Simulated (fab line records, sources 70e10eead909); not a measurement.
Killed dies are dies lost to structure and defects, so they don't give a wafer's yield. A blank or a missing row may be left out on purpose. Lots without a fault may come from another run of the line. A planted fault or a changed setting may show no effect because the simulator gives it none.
A struck lot beside a sound one | flow nand_harc | 16 steps out of a route of 1302
Sound: wafers L797.1, L797.2, L797.4. Struck: wafers L814.2, L814.5, L814.6. The cause comes at the end.
At each step with rows: each side's tool, then ch and its chambers, then its first start. Under that, the readings that differ: sound wafers | struck wafers | difference of the means | sigmas: that difference in standard deviations of wafers without a fault.
alike: readings whose means differ by less than 2 such deviations, and words and numbers that are the same on both sides. not compared: withheld readings, readings that some wafer has no value for, bounds like >300 that may hide the same value, and numbers for which the record gives no deviation and whose values overlap.
The two part at a step that has a row with sigmas, a row that says differs or no value, or rows on one side only. Numbers that don't overlap but have no deviation are shown without sigmas and don't part them. A reading that every wafer of one side lacks parts them only if that side has two wafers or more.

NHARC_A_ONON_D2_THK_MEAS_02: measures by ellipsometry.
  sound on film_metro-01, day 13 21:13; struck on film_metro-02, day 21 10:03
  alike: thk_nm
then, 1 step without rows for these wafers: NHARC_A_ONON_D2_DEP_03 (target thk 1000 nm).
NHARC_A_ONON_D2_THK_MEAS_05: measures by ellipsometry.
  sound on film_metro-01, day 13 21:47; struck on film_metro-02, day 21 10:37
  alike: thk_nm
then, 1 step without rows for these wafers: NHARC_A_ONON_D2_DEP_06 (target thk 1000 nm).
NHARC_A_ONON_D2_THK_MEAS_08: measures by ellipsometry.
  sound on film_metro-02, day 13 22:20; struck on film_metro-02, day 21 11:11
  reading     | sound          | struck      | difference | sigmas
  thk_nm (nm) | 1018 1019 1017 | 991 988 990 | -28        | -2
then, 1 step without rows for these wafers: NHARC_A_ONON_D2_DEP_09 (target thk 1000 nm).
NHARC_A_ONON_D2_THK_MEAS_11: measures by ellipsometry.
  sound on film_metro-01, day 13 22:55; struck on film_metro-02, day 21 11:45
  alike: thk_nm
then, 1 step without rows for these wafers: NHARC_A_ONON_D2_DEP_12 (target thk 1000 nm).
NHARC_A_ONON_D2_THK_MEAS_14: measures by ellipsometry.
  sound on film_metro-02, day 13 23:29; struck on film_metro-02, day 21 12:19
  alike: thk_nm
then, 2 steps without rows for these wafers: NHARC_A_ONON_D2_ANNEAL_15 (time 3600 s); NHARC_A_ONON_D2_DEP_16 (target thk 1000 nm).
NHARC_A_ONON_D2_THK_MEAS_18: measures by ellipsometry.
  sound on film_metro-02, day 14 06:53; struck on film_metro-02, day 21 20:19
  alike: thk_nm
NHARC_A_ONON_D2_DEP_19: target thk 1000 nm.
  sound on pecvd_onon-01 ch 0, day 14 06:56; struck on pecvd_onon-02 ch 0, day 21 20:26
  alike: n2_flow_sccm
NHARC_A_ONON_D2_THK_MEAS_21: measures by ellipsometry.
  sound on film_metro-01, day 14 07:28; struck on film_metro-01, day 21 20:53
  reading     | sound          | struck      | difference | sigmas
  thk_nm (nm) | 1004 1003 1004 | 782 784 785 | -220       | -22
then, 1 step without rows for these wafers: NHARC_A_ONON_D2_DEP_22 (target thk 1000 nm).
-- the record jumps here: 11 days lie between the struck wafers' starts before and after (it left off in module A_ONON_D2 and takes up again in module END, whose first step shown is number 1302 of the route) --
NHARC_END_SORT_01:
  the record has rows for the struck wafers here (prober-01 ch 0, day 33 03:52) and none for the sound ones

WHERE THEY PART
First at NHARC_A_ONON_D2_THK_MEAS_08; last, within this record, at NHARC_END_SORT_01.

WHY: what the simulator had put in
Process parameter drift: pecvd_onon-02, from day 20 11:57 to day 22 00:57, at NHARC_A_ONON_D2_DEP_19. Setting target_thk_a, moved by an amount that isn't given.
